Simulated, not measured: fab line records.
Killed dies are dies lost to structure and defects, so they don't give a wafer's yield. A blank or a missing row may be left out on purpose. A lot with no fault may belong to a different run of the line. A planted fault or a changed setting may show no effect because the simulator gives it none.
Struck lot and sound lot, side by side :: flow n5 finfet :: 16 out of 1938 route steps
Sound: the wafers L918.2, L918.4, L918.5. Struck: wafer L929.4 (L929.1, L929.2, from the same lot, were not struck and are left out); the cause is given at the end.
At each step with rows: each side's tool, then ch and its chambers, then its first start. Under that, the readings that differ: sound wafers :: struck wafers :: difference of the means :: sigmas: that difference in standard deviations of wafers without a fault.
alike: readings with means less than 2 such deviations apart, plus words and numbers identical on both sides. not compared: withheld readings, readings lacking a value on some wafer, bounds such as >300 that could conceal the same value, and numbers that have no deviation in the record and whose values overlap.
A row with sigmas, a row that says differs or no value, or rows on one side alone: a step with any of these is where the two part. Numbers that have no deviation but don't overlap get no sigmas and don't part them. Lack of a reading on every wafer of one side parts them only where that side has two or more wafers.

first, 1 step without rows for these wafers: N5_BEOL_M1_DEVELOP_27 (develop time 30 s).
N5_BEOL_M1_CD_MEAS_28: target cd y 23.3 nm.
  sound on cd sem-01 ch 0, day 7 20:07; struck on cd sem-01 ch 0, day 10 07:24
  alike: cd nm
N5_BEOL_M1_OVL_MEAS_29:
  sound on overlay-01 ch 0, day 7 20:10; struck on overlay-02 ch 0, day 10 07:26
  alike: V0_OVL
N5_BEOL_M1_INSPECT_30: inspects for defects (brightfield).
  sound on defect inspect-02, day 7 20:13; struck on defect inspect-02, day 10 07:29
  alike: raw defect count
then, 1 step without rows for these wafers: N5_BEOL_M1_DESCUM_33 (chemistry O2, time 7 s).
N5_BEOL_M1_ETCH_77: etches underlayer in N2/H2, target depth 6.5 nm, time 5.2 s.
  sound on rie diel-06 ch 0,3, day 7 20:32; struck on rie diel-03 ch 1, day 10 07:34
reading: etch rf on time s (s)
sound: 5.38 5.18 5.44
struck: 4.97
difference: -0.36
sigmas: -3

reading: oes product au (a.u.)
sound: 0.63 0.64 0.63
struck: 0.74
difference: +0.11
sigmas: +2
  alike: bias w, drypump motor current A, rf vpp V, showerhead plenum p Torr, throttle valve pct
  not compared: rf hours counter h
N5_BEOL_M1_ETCH_69: etches SiARC in CF4, target depth 15.6 nm, time 26 s.
  sound on rie diel-06 ch 0,3, day 7 20:33; struck on rie diel-03 ch 1, day 10 07:34
reading: bias w (W)
sound: 36.08 35.81 36.06
struck: 36.28
difference: +0.30
sigmas: +3

reading: etch rf on time s (s)
sound: 26.7 25.5 27.0
struck: 24.9
difference: -1.5
sigmas: -2

reading: oes product au (a.u.)
sound: 0.63 0.65 0.63
struck: 0.74
difference: +0.10
sigmas: +2
  alike: cf4 flow sccm, drypump motor current A, rf vpp V, showerhead plenum p Torr, throttle valve pct
  not compared: rf hours counter h
N5_BEOL_M1_ALD_98: deposits SiO2, target thk 2.5 nm, pulse time 1 s, co reactant pulse time 1 s.
  sound on ald sin-04 ch 0,1,3, day 7 20:38; struck on ald sin-03 ch 3, day 10 07:40
  alike: heater power w, precursor pulse height rel
N5_BEOL_M1_ETCHBACK_99: etches SiO2 in CHF3, target depth 5 nm, time 10.4 s.
  sound on rie diel-06 ch 0,1,2, day 8 03:59; struck on rie diel-05 ch 0, day 10 08:02
  alike: drypump motor current A, oes product au, rf vpp V, showerhead plenum p Torr, throttle valve pct
  not compared: rf hours counter h
N5_BEOL_M1_ETCH_70: etches SOC in N2/H2, target depth 80 nm, overetch 16 nm, time 120 s.
  sound on rie diel-06 ch 0,1,2, day 8 04:01; struck on rie diel-05 ch 0, day 10 08:04
  alike: bias w, drypump motor current A, oes product au, rf vpp V, showerhead plenum p Torr, throttle valve pct
  not compared: rf hours counter h
then, 2 steps without rows for these wafers: N5_BEOL_M1_STRIP_71 (strips in N2/H2); N5_BEOL_M1_STRIP_78 (strips in N2/H2).
N5_BEOL_M1_VIA_ETCH_34: etches the open film in C4F6/O2, target depth 67.8 nm, time 64.4 s.
  sound on rie diel-06 ch 0,1,2, day 8 04:07; struck on rie diel-05 ch 0, day 10 08:10
reading: bias w (W)
sound: 170.9 170.0 170.2
struck: 192.1
difference: +21.7
sigmas: +46

reading: rf vpp V (V)
sound: 669 672 650
struck: 716
difference: +52
sigmas: +4

reading: model.etch.depth nm (nm)
sound: 69.78 67.84 67.49
struck: 67.46
difference: -0.91
sigmas: 
  alike: drypump motor current A, oes product au, showerhead plenum p Torr, throttle valve pct
  not compared: rf hours counter h
then, 1 step without rows for these wafers: N5_BEOL_M1_STRIP_83 (strips in C4F6/O2).
-- the record jumps here: 2 days lie between the struck wafers' starts before and after (it left off in module BEOL_M1 and takes up again in module BEOL_M4, whose first step shown is number 1111 of the route) --
N5_BEOL_M4_RC_MEAS_101:
  sound on prober-01 ch 0, day 10 17:23; struck on prober-02 ch 0, day 12 18:40
reading: DIBL_N (mV/V)
sound: 35.0 38.1 36.5
struck: 40.6
difference: +4.1
sigmas: +2

reading: DIBL_P (mV/V)
sound: 34.8 37.4 36.2
struck: 43.1
difference: +7.0
sigmas: +3

reading: IOFF_N (nA/um)
sound: 0.13 0.18 0.16
struck: 0.30
difference: +0.14
sigmas: +4

reading: IOFF_P (nA/um)
sound: 0.18 0.21 0.20
struck: 0.37
difference: +0.17
sigmas: +4

reading: ION_N (uA/um)
sound: 665 667 670
struck: 707
difference: +40
sigmas: +3

reading: ION_P (uA/um)
sound: 455 456 456
struck: 482
difference: +26
sigmas: +3

reading: SS_P (mV/dec)
sound: 72.8 73.4 73.3
struck: 74.9
difference: +1.7
sigmas: +3

reading: VT_N (mV)
sound: 254 249 251
struck: 239
difference: -12
sigmas: -3

reading: VT_P (mV)
sound: -251 -250 -251
struck: -240
difference: +11
sigmas: +3
  alike: SS_N
N5_PASSIVATION_PROBE_49:
  rows exist in the record for the sound wafers here (prober-01, day 15 00:35), none for the struck ones

== WHERE THEY PART ==
First at N5_BEOL_M1_ETCH_77; last, within this record, at N5_PASSIVATION_PROBE_49.

WHY: the cause the simulator had injected
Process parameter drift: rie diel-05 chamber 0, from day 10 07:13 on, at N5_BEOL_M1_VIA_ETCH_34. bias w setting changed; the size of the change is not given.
